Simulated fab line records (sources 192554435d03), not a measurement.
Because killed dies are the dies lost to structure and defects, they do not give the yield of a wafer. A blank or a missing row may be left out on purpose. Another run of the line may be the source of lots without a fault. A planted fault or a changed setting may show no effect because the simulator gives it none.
2 desks looking at one fault	flow n5_finfet	each desk has only its own numbers; what lay behind them comes last

## AT THE METROLOGY DESK
Means of the sampled wafers that have a number, per lot and without regard to the tool the lot ran on: this is what the gauges read. A lot is out of limits, marked OUT, if its mean lies more than 4 standard deviations from the usual mean; the brackets give that distance. Of its 11 readings 7 are shown: those that lie furthest out on some lot.
Columns: A = DIBL_N at N5_BEOL_M4_RC_MEAS_101, usual 36.3 mV/V; B = DIBL_P at N5_BEOL_M4_RC_MEAS_101, usual 36.3 mV/V; C = IOFF_N at N5_BEOL_M4_RC_MEAS_101, usual 0.16 nA/um; D = IOFF_P at N5_BEOL_M4_RC_MEAS_101, usual 0.21 nA/um; E = SS_N at N5_BEOL_M4_RC_MEAS_101, usual 71.6 mV/dec; F = SS_P at N5_BEOL_M4_RC_MEAS_101, usual 73.3 mV/dec; G = VT_N at N5_BEOL_M4_RC_MEAS_101, usual 250 mV
lot	first seen here	A	B	C	D	E	F	G
L485	day 6 04:10	36.3	34.9	0.14	0.20	71.6	72.7	251
L487	day 6 15:45	32.4	31.6	0.10	0.15	70.0	72.0	257
L489	day 7 01:12	36.1	38.1	0.16	0.20	71.4	73.6	252
L492	day 8 00:09	32.8	33.0	0.13	0.18	71.2	72.7	254
L502	day 10 12:23	38.8	38.9	0.19	0.24	72.6	73.6	248
L504	day 10 22:14	36.7	36.7	0.17	0.19	71.3	73.2	250
L503	day 10 23:00	36.8	37.4	0.20	0.23	71.8	74.1	247
L506	day 11 11:15	38.4	38.6	0.21	0.25	72.3	74.3	245
L508	day 11 17:54	36.7	37.0	0.19	0.22	71.9	73.0	246
Result from this desk: across the 9 lots, nothing is out of limits.

## TOOL OWNER'S DESK, rie_diel-04
The tool's own readings at N5_BEOL_M1_ETCH_74 (etches underlayer in N2/H2, target depth 6.5 nm, time 5.2 s): means of the sampled wafers that have a number, for each lot that ran on this tool. A lot is out of limits, marked OUT, if its mean lies more than 4 standard deviations from the usual mean; the brackets give that distance.
Columns: A = bias_w at N5_BEOL_M1_ETCH_74, usual 150.0 W; B = drypump_motor_current_A at N5_BEOL_M1_ETCH_74, usual 5.8 A; C = etch_rf_on_time_s at N5_BEOL_M1_ETCH_74, usual 5.26 s; D = oes_product_au at N5_BEOL_M1_ETCH_74, usual 0.67 a.u.; E = rf_vpp_V at N5_BEOL_M1_ETCH_74, usual 523.8 V; F = showerhead_plenum_p_Torr at N5_BEOL_M1_ETCH_74, usual 2.54 Torr; G = throttle_valve_pct at N5_BEOL_M1_ETCH_74, usual 17.72 %
lot	first seen here	A	B	C	D	E	F	G
L487	day 6 15:54	149.7	5.6	5.28	0.66	525.1	2.60	17.77
L489	day 7 01:34	150.2	5.2	5.27	0.62	527.8	2.66	17.80
L492	day 8 00:23	150.0	6.0	5.23	0.71	522.3	2.54	17.66
L502	day 10 12:32	161.8 (+25) OUT	5.6	5.06	0.66	549.7 (+10) OUT	2.59	17.84
L503	day 10 23:10	162.0 (+25) OUT	6.6	5.06	0.74	547.1 (+9.0) OUT	2.47	17.52
This desk's verdict: out of limits on L502, L503, starting with L502 at day 10 12:32 (bias_w at N5_BEOL_M1_ETCH_74). Within limits: L487, L489, L492.

## TAKEN TOGETHER
An alarm could have come from the tool owner's desk at day 10 12:32, on L502, L503.
From the metrology desk's view, nothing was out of limits.
The metrology desk has L502, L503 on record, within its limits.
The lots listed all ran N5_BEOL_M1_ETCH_74 on rie_diel-04.

## WHAT WAS PUT IN BY THE SIMULATOR
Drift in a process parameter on rie_diel-04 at N5_BEOL_M1_ETCH_74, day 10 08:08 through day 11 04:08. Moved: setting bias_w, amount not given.
Struck lots among those shown: L502, L503.
Delay in hours, fault start to first out-of-limits reading, by desk: the tool owner's desk at 4.
